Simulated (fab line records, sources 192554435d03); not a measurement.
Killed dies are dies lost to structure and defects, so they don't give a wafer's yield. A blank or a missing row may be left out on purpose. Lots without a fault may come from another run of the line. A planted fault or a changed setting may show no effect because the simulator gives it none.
fab line records | flow n5_finfet
record lots=9 wafers=27 last_day=18
route steps=1938 shown MOL_CONTACT_COAG@574 BEOL_M4@1111
lots that met no fault: from a run of the same line without faults
start_h: hours from the record's first day to the start of the lot's first wafer shown | wait_h: hours since the lot's step before | " the same as in the row above | L1.1+2: a row that stands for several wafers | - no value, or no start given | * or withheld: withheld | < > ~ a bound
route shown NAME@n: a module of which the file shows steps, and the number in the route of the first | usual: mean/standard deviation of fault-free wafers | same: alike in all rows | chamber/n: place in a boat | sites: the reading at each site | _std_site: their standard deviation | _edge_site: outer sites' mean less inner sites' | radius_mm: how far each site lies from the wafer's centre | mask NAME#n: copy n | behind: the tool/chamber that last shaped the wafer | hold: why the lot was held/for how many hours/how that ended | device: the transistor (n, p or np) that didn't switch | end of line: the same wafers' tests at the end of the route | a step without rows: its recipe alone | killed: dies lost to structure and defects at the first sort, not the wafer's yield | map: a wafer's dies, x killed, . not, _ none there
set.NAME: the setting as run; set.NAME@STEP: as run at that earlier step | model.NAME: the simulator's own value behind a step, which no gauge read
steps of the route over a sample of lots; a table a step, a row a wafer
services: from which hour (start_h, from the record's first day; less than 0 if before it) a tool's chamber was out of use, for how many hours, and why
## steps
# step N5_MOL_CONTACT_COAG_OVL_MEAS_85
# recipe points_per_wafer=522
# usual VG_OVL=0.2/0.89
# columns lot.wafer tool chamber start_h wait_h VG_OVL[nm]
L704.1 overlay-02 0 112.73 0.0 0.9
L704.3 " 0 " " 1.4
L704.5 " 0 " " 0.8
L710.2 overlay-02 0 149.08 0.0 0.9
L710.4 " 0 " " 0.2
L710.5 " 0 " " 1.5
L711.1 overlay-02 0 155.29 0.0 -0.8
L711.2 " 0 " " -0.7
L711.5 " 0 " " -0.2
L715.3 overlay-01 0 173.38 0.0 -1.1
L715.5 " 0 " " -2.0
L715.6 " 0 " " -0.2
L721.1 overlay-02 0 215.16 0.0 1.1
L721.4 " 0 " " 0.2
L721.6 " 0 " " 1.2
L722.1 overlay-02 0 223.44 0.0 1.1
L722.5 " 0 " " 1.4
L722.6 " 0 " " -1.3
L723.3 overlay-01 0 225.69 0.0 2.0
L723.5 " 0 " " 0.4
L723.6 " 0 " " -1.0
L724.1 overlay-02 0 231.15 0.0 0.5
L724.3 " 0 " " 1.8
L724.5 " 0 " " -0.5
L725.2 overlay-02 0 238.31 0.0 -0.2
L725.4 " 0 " " -0.3
L725.6 " 0 " " -0.1
# step N5_MOL_CONTACT_COAG_ETCH_90
# recipe chemistry=CF4 target=SiARC target_depth_a=130 mask_material=CAR-EUV time_s=21.7 ion_energy_ev=80 pressure_mtorr=40 source_w=545 bias_w=36 Ar_flow_sccm=100 cf4_flow_sccm=100 ends=cleared
# usual drypump_motor_current_A=5.8/0.44 etch_rf_on_time_s=21.7/0.36 oes_product_au=0.68/0.062 rf_vpp_V=184.2/1.3 showerhead_plenum_p_Torr=2.16/0.069 throttle_valve_pct=15.70/0.25
# columns lot.wafer tool chamber start_h wait_h drypump_motor_current_A etch_rf_on_time_s oes_product_au rf_hours_counter_h rf_vpp_V showerhead_plenum_p_Torr throttle_valve_pct
L704.1 rie_diel-01 0 112.93 0.0 5.5 21.9 0.81 7 182.9 2.11 15.78
L704.3 " 1 " " 5.5 21.3 0.72 82 184.6 2.17 15.21
L704.5 " 2 " " 5.9 22.1 0.63 - 185.0 2.23 15.77
L710.2 rie_diel-01 0 149.84 0.0 5.4 21.4 0.77 23 184.8 2.11 15.81
L710.4 " 0 " " 5.5 21.6 0.76 - 182.6 2.11 15.81
L710.5 " 2 " " 5.9 21.7 0.62 - 184.8 2.22 15.79
L711.1 rie_diel-03 3 155.43 0.0 5.1 22.2 0.60 212 182.0 2.04 15.80
L711.2 " 2 " " 5.6 21.5 0.70 99 186.8 2.24 15.74
L711.5 " 2 " " 5.6 21.6 0.69 - 184.5 2.24 15.72
L715.3 rie_diel-03 1 173.51 0.0 5.8 22.4 0.76 32 185.6 2.27 15.30
L715.5 " 3 " " 5.1 22.3 0.60 - 183.4 2.04 15.82
L715.6 " 2 " " 5.6 22.0 0.68 - 185.8 2.24 15.74
L721.1 rie_diel-06 2 215.31 0.0 6.9 21.7 0.64 190 184.1 2.13 16.11
L721.4 " 1 " " 5.8 21.3 0.70 93 182.1 2.08 15.84
L721.6 " 0 " " 5.7 21.6 0.65 - 184.6 2.14 15.70
L722.1 rie_diel-06 0 223.59 0.0 5.8 21.5 0.65 152 183.7 2.14 15.71
L722.5 " 1 " " 5.8 21.4 0.70 - 183.7 2.08 15.85
L722.6 " 0 " " 5.8 21.7 0.64 - 182.6 2.14 15.72
L723.3 rie_diel-06 0 225.82 0.0 5.8 21.8 0.64 153 183.3 2.14 15.72
L723.5 " 3 " " 5.4 21.2 0.71 - 185.2 2.16 15.45
L723.6 " 0 " " 5.7 21.7 0.64 - 183.2 2.14 15.72
L724.1 rie_diel-03 1 231.30 0.0 5.8 21.9 0.73 51 186.9 2.27 15.32
L724.3 " 0 " " 6.0 22.0 0.59 239 185.6 2.20 16.00
L724.5 " 2 " " 5.6 21.8 0.67 - 185.1 2.23 15.77
L725.2 rie_diel-03 1 238.58 0.0 5.8 21.8 0.74 53 184.9 2.27 15.33
L725.4 " 3 " " 5.1 22.2 0.59 240 183.3 2.03 15.86
L725.6 " 3 " " 5.1 22.4 0.58 - 182.7 2.03 15.88
# step N5_MOL_CONTACT_COAG_COAT_62
# recipe resist=SOC temp_c=250 time_s=60 spin_rpm=1500 resist_thk_nm=60
# usual plate_temp_C=250.00/0.17 spin_speed_rpm=1500.0/0.99
# columns lot.wafer tool chamber start_h wait_h plate_temp_C spin_speed_rpm
L704.1 litho_track-02 0 113.73 0.0 250.15 1500.6
L704.3 " 0 " " 250.25 1500.3
L704.5 " 0 " " 250.10 1499.2
L710.2 litho_track-03 0 150.64 0.0 250.24 1502.7
L710.4 " 0 " " 250.13 1499.7
L710.5 " 0 " " 250.19 1500.8
L711.1 litho_track-02 0 156.22 0.0 249.81 1397.2
L711.2 " 0 " " 250.17 1397.4
L711.5 " 0 " " 250.00 1397.9
L715.3 litho_track-02 0 174.48 0.0 249.87 1397.3
L715.5 " 0 " " 249.86 1396.7
L715.6 " 0 " " 249.74 1397.0
L721.1 litho_track-05 0 216.14 0.0 250.17 1500.1
L721.4 " 0 " " 250.08 1499.5
L721.6 " 0 " " 250.37 1500.7
L722.1 litho_track-03 0 224.38 0.0 249.98 1499.0
L722.5 " 0 " " 250.05 1500.1
L722.6 " 0 " " 249.98 1498.3
L723.3 litho_track-03 0 226.63 0.0 250.11 1501.0
L723.5 " 0 " " 250.19 1501.0
L723.6 " 0 " " 249.97 1501.1
L724.1 litho_track-02 0 232.09 0.0 250.45 1500.6
L724.3 " 0 " " 250.01 1499.8
L724.5 " 0 " " 249.93 1500.5
L725.2 litho_track-03 0 239.42 0.0 250.07 1499.4
L725.4 " 0 " " 250.14 1500.4
L725.6 " 0 " " 250.01 1499.0
# step N5_MOL_CONTACT_COAG_DESCUM_45
# recipe chemistry=O2 time_s=7 source_power_w=50 bias_power_w=20 pressure_mtorr=20 rf_frequency_hz=2.712e+07 temp_c=40 resist=CAR-EUV o2_flow_sccm=225
# usual drypump_motor_current_A=5.8/0.4 oes_product_au=0.81/0.077 rf_vpp_V=243.3/1.3 showerhead_plenum_p_Torr=2.11/0.071 throttle_valve_pct=20.46/0.29
# columns lot.wafer tool chamber start_h wait_h drypump_motor_current_A oes_product_au rf_hours_counter_h rf_vpp_V showerhead_plenum_p_Torr throttle_valve_pct
L704.1 rie_diel-03 0 114.13 0.0 6.0 0.73 199 245.7 2.17 20.75
L704.3 " 1 " " 5.8 0.95 11 245.7 2.23 20.09
L704.5 " 2 " " 5.7 0.82 - 245.3 2.21 20.57
L710.2 rie_diel-06 1 151.28 0.1 5.8 0.83 74 243.0 2.03 20.65
L710.4 " 3 " " 5.4 0.84 78 243.4 2.12 20.26
L710.5 " 3 " " 5.4 0.84 - 244.2 2.12 20.24
L711.1 rie_diel-06 3 156.62 0.0 5.4 0.84 79 244.5 2.12 20.24
L711.2 " 2 " " 6.8 0.75 168 243.1 2.08 20.84
L711.5 " 2 " " 6.8 0.75 - 244.1 2.08 20.85
L715.3 rie_diel-01 3 174.89 0.0 6.1 0.95 5 242.4 2.05 19.90
L715.5 " 2 " " 5.9 0.74 - 243.1 2.17 20.67
L715.6 " 1 " " 5.5 0.81 - 242.3 2.11 20.10
L721.1 rie_diel-03 1 216.58 0.1 5.8 0.87 46 243.1 2.22 20.14
L721.4 " 2 " " 5.6 0.79 118 245.0 2.20 20.62
L721.6 " 3 " " 5.1 0.69 - 240.9 1.98 20.61
L722.1 rie_diel-03 2 225.05 0.2 5.6 0.79 121 244.1 2.20 20.62
L722.5 " 2 " " 5.6 0.79 - 244.6 2.20 20.61
L722.6 " 3 " " 5.1 0.69 - 240.8 1.98 20.60
L723.3 rie_diel-01 3 227.16 0.0 6.1 0.90 20 243.8 2.04 19.93
L723.5 " 3 " " 6.1 0.89 - 243.8 2.04 19.92
L723.6 " 0 " " 5.4 0.86 - 241.4 2.03 20.68
L724.1 rie_diel-01 1 232.49 0.0 5.5 0.79 126 242.8 2.11 20.13
L724.3 " 0 " " 5.4 0.85 51 242.8 2.03 20.69
L724.5 " 3 " " 6.1 0.88 - 242.0 2.04 19.94
L725.2 rie_diel-03 2 239.83 0.0 5.7 0.78 126 245.3 2.20 20.63
L725.4 " 1 " " 5.8 0.86 54 245.4 2.22 20.13
L725.6 " 0 " " 6.0 0.70 - 243.8 2.16 20.80
# step N5_BEOL_M4_RC_MEAS_101
# usual DIBL_N=36.3/1.2 DIBL_P=36.3/1.4 IOFF_N=0.157/0.02 IOFF_P=0.22/0.033 ION_N=675/9.6 ION_P=465/8.2 SS_N=71.4/0.45 SS_P=73.3/0.54 VT_N=249.8/2.5 VT_P=-249/3.2
# columns lot.wafer tool chamber start_h wait_h DIBL_N[mV/V] DIBL_P[mV/V] IOFF_N[nA/um] IOFF_P[nA/um] ION_N[uA/um] ION_P[uA/um] SS_N[mV/dec] SS_P[mV/dec] VT_N[mV] VT_P[mV]
L704.1 prober-01 0 187.88 0.0 34.6 34.8 0.128 0.16 665 455 71.2 72.0 251.3 -256
L704.3 " 0 " " 35.1 34.9 0.132 0.17 662 453 71.7 72.3 251.7 -253
L704.5 " 0 " " 35.3 35.1 0.137 0.17 668 455 71.2 71.9 253.9 -254
L711.1 prober-01 0 232.27 0.4 34.2 35.7 0.151 0.23 686 468 71.2 72.6 248.1 -247
L711.2 " 0 " " 34.5 36.1 0.159 0.23 670 470 71.8 72.4 245.6 -248
L711.5 " 0 " " 35.3 37.5 0.177 0.26 692 475 71.6 72.8 247.1 -246
L710.2 prober-01 0 248.07 0.2 37.8 36.3 0.164 0.23 671 462 72.0 73.7 251.0 -246
L710.4 " 0 " " 37.8 36.7 0.176 0.25 688 474 71.1 73.4 247.2 -245
L710.5 " 0 " " 37.6 35.7 0.170 0.23 684 472 71.6 73.5 248.2 -247
L715.3 prober-01 0 252.24 0.3 34.5 34.8 0.155 0.19 679 468 71.6 73.8 249.4 -252
L715.5 " 0 " " 34.2 34.3 0.146 0.18 681 459 70.7 72.8 247.7 -255
L715.6 " 0 " " 33.8 34.0 0.141 0.17 670 459 71.5 72.9 248.8 -256
L721.1 prober-02 0 300.57 0.2 35.0 35.5 0.126 0.18 653 459 70.5 72.8 254.0 -251
L721.4 " 0 " " 35.4 36.4 0.127 0.19 661 460 71.3 73.2 254.7 -251
L721.6 " 0 " " 34.6 35.6 0.115 0.18 658 459 70.8 73.1 254.7 -252
L724.1 prober-01 0 307.20 0.0 35.7 36.1 0.147 0.25 673 469 71.2 73.3 249.2 -246
L724.3 " 0 " " 37.4 37.9 0.182 0.28 675 473 71.5 74.0 246.1 -245
L724.5 " 0 " " 36.5 36.6 0.170 0.26 667 464 71.8 73.9 247.4 -246
L722.1 prober-02 0 308.98 0.0 38.3 38.4 0.206 0.26 675 463 72.1 74.6 247.8 -247
L722.5 " 0 " " 37.7 38.6 0.195 0.26 675 467 72.2 73.5 247.5 -249
L722.6 " 0 " " 38.1 38.6 0.199 0.26 692 474 71.5 73.9 244.4 -245
L723.3 prober-02 0 315.34 0.3 37.2 37.3 0.186 0.26 691 481 71.4 74.0 247.1 -246
L723.5 " 0 " " 37.1 36.7 0.174 0.25 683 473 71.6 74.1 249.6 -247
L723.6 " 0 " " 35.9 34.6 0.154 0.22 689 474 70.7 73.9 253.2 -250
L725.2 prober-02 0 331.82 0.2 38.2 39.2 0.187 0.29 688 471 71.6 74.1 249.0 -242
L725.4 " 0 " " 34.8 34.9 0.119 0.20 665 470 70.4 72.6 251.8 -248
L725.6 " 0 " " 39.5 40.7 0.208 0.34 685 478 71.7 74.1 247.2 -243
## services
# columns tool chamber start_h hours kind
rie_diel-01 3 105.15 7.8 repair
rie_diel-01 3 137.44 - clean
rie_diel-01 3 137.44 - consumable_replace:focus_ring
rie_diel-01 3 137.44 23.2 scheduled_down
rie_diel-01 3 137.44 23.2 vent_cycle
rie_diel-06 - 174.50 0.2 repair
litho_track-02 - 177.37 - consumable_replace:filter
rie_diel-03 1 191.39 1.3 repair
## key
first_sign step=N5_MOL_CONTACT_COAG_COAT_62 reading=spin_speed_rpm direction=down sigmas=99+ usual=* struck=*
effect none on later readings
met_at N5_MOL_CONTACT_COAG_COAT_62
struck_lots L711,L715
not_acting_at N5_MOL_CONTACT_COAG_OVL_MEAS_85,N5_MOL_CONTACT_COAG_ETCH_90,N5_MOL_CONTACT_COAG_DESCUM_45
onset_between 113.73 156.22
fault kind=process_parameter_drift tool=litho_track-02 chamber=- onset_h=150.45 steps=N5_MOL_CONTACT_COAG_COAT_62 channel=spin_rpm offset=* shape=step end_h=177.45 acts_in=* stated=*
